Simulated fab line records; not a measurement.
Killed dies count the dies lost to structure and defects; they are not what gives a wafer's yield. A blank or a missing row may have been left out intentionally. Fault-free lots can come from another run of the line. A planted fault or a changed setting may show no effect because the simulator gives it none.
Lot-split experiment | flow n5_finfet | on a route of 1938 steps: 7 lots, 21 wafers read

## THE SPLIT
At N5_BEOL_M12_COAT_22 (resist thk 300 nm), the setting spin_rpm was moved away from the recipe's 2888 rpm on 8 of the 21 wafers read, by -8.1% to +10.8%. The other wafers ran this setting at the recipe's value.

## FROM THE SPLIT TO THE READING: what the file shows between them, 4 steps
- N5_BEOL_M12_EBR_24
- N5_BEOL_M12_SOFTBAKE_23: time 60 s
- N5_BEOL_M12_EXPOSE_25: exposes mask M12
- N5_BEOL_M12_PEB_26: peb time 90 s

## THE READING
coat_of_BEOL_M12_COAT_22.thk_nm (the simulator's own value, which no gauge read), in nm, at N5_BEOL_M12_DEVELOP_27 (develop time 45 s). There is no usual value for it anywhere in the file. The 13 wafers here that ran the recipe average 286.8 nm, standard deviation 1 nm.

wafer  | tool, chamber at the split | spin_rpm as run, rpm | against the recipe | coat_of_BEOL_M12_COAT_22.thk_nm, nm | against lot-mates on the recipe
L074.1 | litho_track-04, 0          | 2888                 | recipe             | 285                                 | -
L074.2 | litho_track-04, 0          | 2888                 | recipe             | 286                                 | -
L074.4 | litho_track-04, 0          | 2888                 | recipe             | 285.8                               | -
L076.1 | litho_track-02, 0          | 3038                 | +5.2%              | 279.2                               | -9.0
L076.3 | litho_track-02, 0          | 3038                 | +5.2%              | 280                                 | -8.2
L076.4 | litho_track-02, 0          | 2888                 | recipe             | 288.2                               | -
L078.2 | litho_track-02, 0          | 2888                 | recipe             | 288.4                               | -
L078.3 | litho_track-02, 0          | 3200                 | +10.8%             | 272.8                               | -15.6
L078.4 | litho_track-02, 0          | 3200                 | +10.8%             | 273                                 | -15.4
L082.3 | litho_track-01, 0          | 2888                 | recipe             | 287.2                               | -
L082.5 | litho_track-01, 0          | 3100                 | +7.3%              | 277                                 | -10.3
L082.6 | litho_track-01, 0          | 2888                 | recipe             | 287.4                               | -
L090.1 | litho_track-04, 0          | 2888                 | recipe             | 286.2                               | -
L090.4 | litho_track-04, 0          | 2888                 | recipe             | 286                                 | -
L090.6 | litho_track-04, 0          | 2888                 | recipe             | 286                                 | -
L089.1 | litho_track-02, 0          | 2888                 | recipe             | 287.2                               | -
L089.2 | litho_track-02, 0          | 2888                 | recipe             | 287.8                               | -
L089.5 | litho_track-02, 0          | 2888                 | recipe             | 287.6                               | -
L094.2 | litho_track-02, 0          | 2654                 | -8.1%              | 299.8                               | no lot-mate on the recipe
L094.4 | litho_track-02, 0          | 2654                 | -8.1%              | 299.4                               | no lot-mate on the recipe
L094.5 | litho_track-02, 0          | 2654                 | -8.1%              | 300                                 | no lot-mate on the recipe

FIT RESULTS
A straight line over all 21 wafers: coat_of_BEOL_M12_COAT_22.thk_nm changes by -1.43 nm for each +1% of spin_rpm; r = -0.99; the points scatter about the line by 1.1 nm.
The same after taking each lot's own level away (the mean of its wafers on the recipe; 18 wafers): -1.46 nm for each +1%; r = -1.00; scatter 0.46 nm.
On that fit, the largest move of spin_rpm shifts the reading by 16 nm.
From 285.60 to 288.40 nm: that is the span of the lots' own levels, equal to 2.8 times the standard deviation above.
Hence the lot-to-lot level has little effect on the slope; both slopes agree.
Check: with one of the wafers moved furthest among these (+10.8%) left out of the fit, the line predicts -15.9 nm for it against its lot-mates. It came out at -15.6 nm against them.

## THE WHOLE CHAIN: every reading that the file lists as answering this split, in the file's order
step                   | what it does      | reading                                                                          | change (the file's fit)              | r (the file's)
N5_BEOL_M12_COAT_22    | resist thk 300 nm | coat_of_BEOL_M12_COAT_22.thk_nm (the simulator's own value, which no gauge read) | -1.45 nm for each +1% of the setting | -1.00
N5_BEOL_M12_DEVELOP_27 | develop time 45 s | coat_of_BEOL_M12_COAT_22.thk_nm (the simulator's own value, which no gauge read) | -1.46 nm for each +1% of the setting | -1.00

## FILE'S OWN FIT
coat_of_BEOL_M12_COAT_22.thk_nm changes by -1.46 nm for each +1% of spin_rpm, r = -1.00.
